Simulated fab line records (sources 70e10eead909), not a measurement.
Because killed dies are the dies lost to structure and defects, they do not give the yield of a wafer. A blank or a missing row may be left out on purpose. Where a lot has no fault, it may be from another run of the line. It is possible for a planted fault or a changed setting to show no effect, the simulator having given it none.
Which tool is to blame? ; flow nand-harc ; 18 wafers from 6 lots sampled at 2 of the route's 1159 steps

== WHAT THE GAUGES SHOWED, per wafer ==
NHARC_P_M0_THK_MEAS_24: measures by xrf.
lot;measured;on;thk-nm (nm)
L390;day 5 21:31;film-metro-01;117.9 117.5 117.6
L391;day 6 14:13;film-metro-02;118.8 118.0 116.5
L394;day 7 03:22;film-metro-01;115.8 116.4 116.8
L396;day 7 17:55;film-metro-01;119.0 120.5 118.8
L399;day 8 14:46;film-metro-01;119.2 120.1 119.4
L411;day 11 04:56;film-metro-02;116.8 118.5 115.1

== WHAT TOOL EACH LOT RAN ON (gives the tool, then ch and the chambers of the sampled wafers, and finally the start) ==
lot;NHARC_P_M0_PVD_21
L390;pvd-sputter-01, day 5 21:31 or earlier
L391;pvd-sputter-01, day 6 14:13 or earlier
L394;pvd-sputter-01, day 7 03:22 or earlier
L396;pvd-sputter-01, day 7 17:55 or earlier
L399;pvd-sputter-02, day 8 14:46 or earlier
L411;pvd-sputter-02, day 11 04:56 or earlier
- NHARC_P_M0_PVD_21: deposits Cu, target thk 30 nm, time 20.49 s.

== THE ANSWER, worked out from the rows above alone ==
Rule: what is usual is taken from the lots themselves. The widest of any qualifying gaps counts: lots, ordered by their means at a reading, are off when they make up no more than a third of the lots, leave a main group of 4 or more, and stand apart from it by 3 or more times the standard deviation of that group's means. Not used: any main group whose means are identical at the precision the tables above print for the reading. Also off: a lot with no number at a reading for which 4 or more lots have one. Any other lot the step has rows for is counted as sound.
No lot is off at any reading shown: from this, nothing can be told.

== WHAT THE SIMULATOR HAD INSERTED ==
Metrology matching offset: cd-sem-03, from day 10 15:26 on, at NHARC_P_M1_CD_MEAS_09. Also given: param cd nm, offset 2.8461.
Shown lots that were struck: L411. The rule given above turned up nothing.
